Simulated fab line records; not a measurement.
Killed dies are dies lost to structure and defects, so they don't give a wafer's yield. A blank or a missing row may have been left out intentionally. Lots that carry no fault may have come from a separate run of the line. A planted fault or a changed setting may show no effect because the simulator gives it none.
fab line records	flow n5_finfet
[record] lots = 7	wafers = 21
route steps=1938 shown BEOL_M14@1751 MIM_BOT_LITHO@1858 PASSIVATION@1901
start_h: the number of hours between the record's first day and the start of the first shown wafer of the lot	wait_h: hours from the lot's prior step to this one	" unchanged from the row above	L1.1+2: a single row standing in for several wafers	- no value present, or no start provided	* or withheld: withheld	< > ~ a bound
route shown NAME@n: names a module that has steps shown in the file, with the first one's number in the route	usual: the fault-free wafers' mean and standard deviation	same: alike in all rows	chamber/n: place in a boat	sites: the reading at each site	_std_site: the values' standard deviation	_edge_site: inner sites' mean taken away from outer sites' mean	radius_mm: how far each site lies from the wafer's centre	mask NAME#n: copy n	behind: the most recent tool/chamber to have shaped the wafer	hold: cause of the lot's hold/its duration in hours/its outcome	device: transistor that didn't switch, given as n, p or np	end of line: the route-end tests of the same wafers	a step without rows: its recipe alone	killed: dies lost to structure and defects at the first sort, not the wafer's yield	map: a wafer's dies, marking killed ones x, the rest . and places with no die _
set.NAME: setting as actually run; set.NAME@STEP: the setting as run at that earlier step	model.NAME: the simulator's own value behind a step, which no gauge read
lots where settings were altered on purpose, with a table for each step and a row for each wafer
[[steps]]
[step N5_BEOL_M14_ETCH_68]
[recipe] chemistry = N2/H2	target = SOC	mask_material = SiARC	source_w = 3000	bias_w = 350	temp_c = 40	time_s = 450	ion_energy_ev = 200	pressure_mtorr = 30	n2_flow_sccm = 200	h2_flow_sccm = 200
lot.wafer	tool	chamber	start_h	wait_h	set.time_s	set.peb_temp_c@BEOL_M14_PEB_26	model.BEOL_M14.cd_nm	model.SiARC_of_BEOL_M14_COAT_66.thk_nm
L076.2	rie_diel-02	2	309.67	0.1	450	131.3	286.8	65.6
L076.3	"	0	"	"	450	130	281	65.6
L076.4	"	1	"	"	450	130	279	65.6
L078.2	rie_diel-04	2	317.71	0.1	450	130	279.6	64.6
L078.3	"	3	"	"	450	130	281.2	64.6
L078.5	"	1	"	"	450	130	282.2	65.6
L080.1	rie_diel-04	1	334.89	0.1	501.8	130	285.2	59.8
L080.2	"	2	"	"	501.8	130	284	58.6
L080.3	"	0	"	"	501.8	127.8	273.4	58.6
L083.1	rie_diel-04	0	390.80	0.1	450	130	282	64.6
L083.3	"	3	"	"	450	130	281.2	65
L083.6	"	2	"	"	450	127.7	270.2	64.8
L084.2	rie_diel-04	3	398.65	0.1	550.2	130	281.8	53.4
L084.3	"	2	"	"	450	130	277.4	64.4
L084.4	"	2	"	"	550.2	127.1	265.6	54
L086.2	rie_diel-04	2	413.54	0.1	526.2	130	278.2	56.8
L086.4	"	3	"	"	450	130	275	64.2
L086.6	"	2	"	"	450	128	267.4	64.8
L097.3	rie_diel-02	0	455.97	0.1	450	130	276.4	65.4
L097.5	"	2	"	"	450	130	276.8	66.2
L097.6	"	1	"	"	388.8	130	279.8	72
[step N5_BEOL_M14_STRIP_69]
[recipe] chemistry = N2/H2	temp_c = 40	n2_flow_sccm = 200	h2_flow_sccm = 200	rf_frequency_hz = 6e+07
[step N5_BEOL_M14_TRENCH_ETCH_34]
[recipe] chemistry = C4F8/O2/Ar	target = SiO2	target_depth_a = 5566.5	mask_material = SOC	he_inner_torr = 15	he_outer_torr = 30	time_s = 126.9	ion_energy_ev = 800	pressure_mtorr = 20	source_w = 1905	bias_w = 2040	Ar_flow_sccm = 400	C4F8_flow_sccm = 16	O2_flow_sccm = 12
lot.wafer	tool	chamber	start_h	wait_h	set.peb_temp_c@BEOL_M14_PEB_26	model.BEOL_M14.cd_nm
L076.2	rie_diel-02	2	309.95	0.0	131.3	286.4
L076.3	"	0	"	"	130	280.4
L076.4	"	1	"	"	130	278.8
L078.2	rie_diel-04	2	317.98	0.0	130	279.8
L078.3	"	3	"	"	130	281.2
L078.5	"	1	"	"	130	282
L080.1	rie_diel-04	1	335.17	0.0	130	285
L080.2	"	2	"	"	130	283.8
L080.3	"	0	"	"	127.8	273.6
L083.1	rie_diel-04	0	391.08	0.0	130	282
L083.3	"	3	"	"	130	280.6
L083.6	"	2	"	"	127.7	270.2
L084.2	rie_diel-04	3	398.93	0.0	130	281.6
L084.3	"	2	"	"	130	277.2
L084.4	"	2	"	"	127.1	265.4
L086.2	rie_diel-04	2	413.81	0.0	130	278
L086.4	"	3	"	"	130	274.8
L086.6	"	2	"	"	128	267.4
L097.3	rie_diel-02	0	456.25	0.0	130	276.4
L097.5	"	2	"	"	130	277
L097.6	"	1	"	"	130	279.6
[step N5_BEOL_M14_SPUTTER_43]
[recipe] material = TaN	target_thk_a = 150	temp_c = 50	bias_v = 168.6	power_w = 15000	chamber_pressure_pa = 0.12	time_s = 24.19
lot.wafer	tool	chamber	start_h	wait_h	set.power_w	model.TaN_of_BEOL_M14_SPUTTER_43.thk_nm
L076.2	pvd_sputter-01	-	311.29	0.0	15000	15
L076.3+4	"	-	"	"	17550	17.6
L078.2+5	pvd_sputter-01	-	318.71	0.0	15000	15
L078.3	"	-	"	"	15000	15.2
L080.1	pvd_sputter-03	-	336.30	0.0	16090	16
L080.2	"	-	"	"	15000	14.6
L080.3	"	-	"	"	16090	15.8
L083.1	pvd_sputter-02	-	395.56	0.0	13650	13.6
L083.3+6	"	-	"	"	15000	14.8
L084.2+3+4	pvd_sputter-03	-	399.62	0.0	15000	14.8
L086.2+6	pvd_sputter-02	-	416.24	0.0	15000	15.2
L086.4	"	-	"	"	15000	15
L097.3+6	pvd_sputter-02	-	461.50	0.0	15000	15
L097.5	"	-	"	"	15750	15.8
[step N5_MIM_BOT_LITHO_EXPOSE_05]
[recipe] mask_id = MIM_BOT	na = 0.55	source_shape = conventional	sigma_outer = 0.8	polarization = unpolarized	dose_mj = 24.25
lot.wafer	tool	chamber	start_h	wait_h	mask	set.dose_mj
L076.2+3+4	krf_scanner-02	0	325.45	-	MIM_BOT#0	24.25
L078.2+3+5	krf_scanner-01	0	328.41	-	MIM_BOT#0	24.25
L080.1+3	krf_scanner-02	0	347.64	-	MIM_BOT#0	24.25
L080.2	"	0	"	"	MIM_BOT#0	23.42
L083.1+3+6	krf_scanner-01	0	411.08	-	MIM_BOT#0	24.25
L084.2+3+4	krf_scanner-01	0	411.23	-	MIM_BOT#0	25.59
L086.2+6	krf_scanner-01	0	427.16	-	MIM_BOT#0	23.41
L086.4	"	0	"	"	MIM_BOT#0	24.25
L097.3+6	krf_scanner-02	0	472.86	-	MIM_BOT#0	25
L097.5	"	0	"	"	MIM_BOT#0	24.25
[step N5_MIM_BOT_LITHO_PEB_06]
[recipe] peb_temp_c = withheld	peb_time_s = *
lot.wafer	tool	chamber	start_h	wait_h	set.peb_time_s
L076.2+3+4	litho_track-05	0	325.50	0.0	*
L078.2+3+5	litho_track-02	0	328.46	0.0	*
L080.1	litho_track-02	0	347.70	0.1	*
L080.2+3	"	0	"	"	*
L083.1+3	litho_track-04	0	411.14	0.1	*
L083.6	"	0	"	"	*
L084.2+4	litho_track-05	0	411.28	0.0	*
L084.3	"	0	"	"	*
L086.2+4+6	litho_track-02	0	427.21	0.0	*
L097.3+5+6	litho_track-02	0	472.91	0.0	*
[step N5_MIM_BOT_LITHO_DEVELOP_07]
[recipe] develop_time_s = 60	rinse_liquid = diw	dry = air_spin	dev_temp_c = 21
[step N5_MIM_BOT_LITHO_HARDBAKE_09]
[recipe] temp_c = 130	time_s = 120
[step N5_MIM_BOT_LITHO_CD_MEAS_08]
[recipe] target_cd_nm = 3000	landing_energy_ev = 500	detector = se_inlens	polarity = opening
[usual] cd_nm = 3000.6/1.6
lot.wafer	tool	chamber	start_h	wait_h	set.dose_mj@MIM_BOT_LITHO_EXPOSE_05	cd_nm
L076.2	cd_sem-01	0	325.62	-	24.25	3000.1
L076.3	"	0	"	"	24.25	2998.7
L076.4	"	0	"	"	24.25	2996.8
L078.2	cd_sem-03	0	328.58	-	24.25	3000.7
L078.3	"	0	"	"	24.25	3001.4
L078.5	"	0	"	"	24.25	3002.4
L080.1	cd_sem-02	0	347.82	-	24.25	3004.0
L080.2	"	0	"	"	23.42	2995.4
L080.3	"	0	"	"	24.25	3001.4
L083.1	cd_sem-01	0	411.26	-	24.25	3001.2
L083.3	"	0	"	"	24.25	3000.3
L083.6	"	0	"	"	24.25	3000.4
L084.2	cd_sem-02	0	411.40	-	25.59	3010.5
L084.3	"	0	"	"	25.59	3013.1
L084.4	"	0	"	"	25.59	3007.3
L086.2	cd_sem-01	0	427.33	-	23.41	2995.2
L086.4	"	0	"	"	24.25	3002.2
L086.6	"	0	"	"	23.41	2996.3
L097.3	cd_sem-03	0	473.03	-	25	3000.3
L097.5	"	0	"	"	24.25	2994.5
L097.6	"	0	"	"	25	3000.6
[step N5_PASSIVATION_EXPOSE_27]
[recipe] mask_id = PAD	na = 0.55	source_shape = conventional	sigma_outer = 0.8	polarization = unpolarized	defocus_nm = 0	dose_mj = 32.3
lot.wafer	tool	chamber	start_h	wait_h	mask	set.dose_mj
L078.2+3+5	krf_scanner-02	0	331.98	-	PAD#0	32.3
L076.2+3	krf_scanner-02	0	332.34	-	PAD#0	33.56
L076.4	"	0	"	"	PAD#0	32.3
L080.1	krf_scanner-01	0	352.99	-	PAD#0	34.27
L080.2+3	"	0	"	"	PAD#0	32.3
L083.1+6	krf_scanner-01	0	415.92	-	PAD#0	32.3
L083.3	"	0	"	"	PAD#0	30.94
L084.2+3	krf_scanner-02	0	416.35	-	PAD#0	33.56
L084.4	"	0	"	"	PAD#0	32.3
L086.2+4	krf_scanner-01	0	433.39	-	PAD#0	34.17
L086.6	"	0	"	"	PAD#0	32.3
L097.3+5+6	krf_scanner-02	0	478.79	-	PAD#0	32.3
[step N5_PASSIVATION_PEB_28]
[recipe] peb_temp_c = withheld	peb_time_s = *
[step N5_PASSIVATION_DEVELOP_29]
[recipe] develop_time_s = 60	rinse_liquid = diw	dry = air_spin	dev_temp_c = 21
[step N5_PASSIVATION_HARDBAKE_31]
[recipe] temp_c = 130	time_s = 120
[step N5_PASSIVATION_CD_MEAS_30]
[recipe] target_cd_nm = 4000	landing_energy_ev = 500	detector = se_inlens	polarity = opening
[usual] cd_nm = 4000.2/1.6
lot.wafer	tool	chamber	start_h	wait_h	set.dose_mj@PASSIVATION_EXPOSE_27	cd_nm
L078.2	cd_sem-02	0	332.15	-	32.3	4001.0
L078.3	"	0	"	"	32.3	4002.6
L078.5	"	0	"	"	32.3	4002.4
L076.2	cd_sem-03	0	332.51	-	33.56	4007.3
L076.3	"	0	"	"	33.56	4006.0
L076.4	"	0	"	"	32.3	4000.0
L080.1	cd_sem-03	0	353.16	-	34.27	4008.3
L080.2	"	0	"	"	32.3	3998.6
L080.3	"	0	"	"	32.3	4000.1
L083.1	cd_sem-03	0	416.10	-	32.3	4000.5
L083.3	"	0	"	"	30.94	3992.5
L083.6	"	0	"	"	32.3	3999.3
L084.2	cd_sem-03	0	416.52	-	33.56	4005.1
L084.3	"	0	"	"	33.56	4005.5
L084.4	"	0	"	"	32.3	3999.3
L086.2	cd_sem-03	0	433.56	-	34.17	4013.0
L086.4	"	0	"	"	34.17	4011.0
L086.6	"	0	"	"	32.3	4002.6
L097.3	cd_sem-01	0	478.96	-	32.3	3999.9
L097.5	"	0	"	"	32.3	3997.7
L097.6	"	0	"	"	32.3	3997.6
[[key]]
[split] step = N5_BEOL_M14_ETCH_68	setting = time_s	stated = 450	by = wafer
[response] step = N5_BEOL_M14_ETCH_68	reading = model.SiARC_of_BEOL_M14_COAT_66.thk_nm	change = -0.468	per = 1%	r = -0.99
[split] step = N5_BEOL_M14_SPUTTER_43	setting = power_w	stated = 15000	by = wafer
[response] step = N5_BEOL_M14_SPUTTER_43	reading = model.TaN_of_BEOL_M14_SPUTTER_43.thk_nm	change = +0.153	per = 1%	r = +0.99
[split] step = N5_MIM_BOT_LITHO_EXPOSE_05	setting = dose_mj	stated = 24.25	by = wafer
[response] step = N5_MIM_BOT_LITHO_CD_MEAS_08	reading = cd_nm	change = +1.97	per = 1%	r = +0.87
[split] step = N5_MIM_BOT_LITHO_PEB_06	setting = peb_time_s	stated = *	by = wafer
response none clear
[split] step = N5_PASSIVATION_EXPOSE_27	setting = dose_mj	stated = 32.3	by = wafer
[response] step = N5_PASSIVATION_CD_MEAS_30	reading = cd_nm	change = +1.6	per = 1%	r = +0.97
split outside_this_file step=N5_BEOL_M14_PEB_26 setting=peb_temp_c
// split outside_this_file: this setting was split too, and the file shows its column; the key of that split is in another file
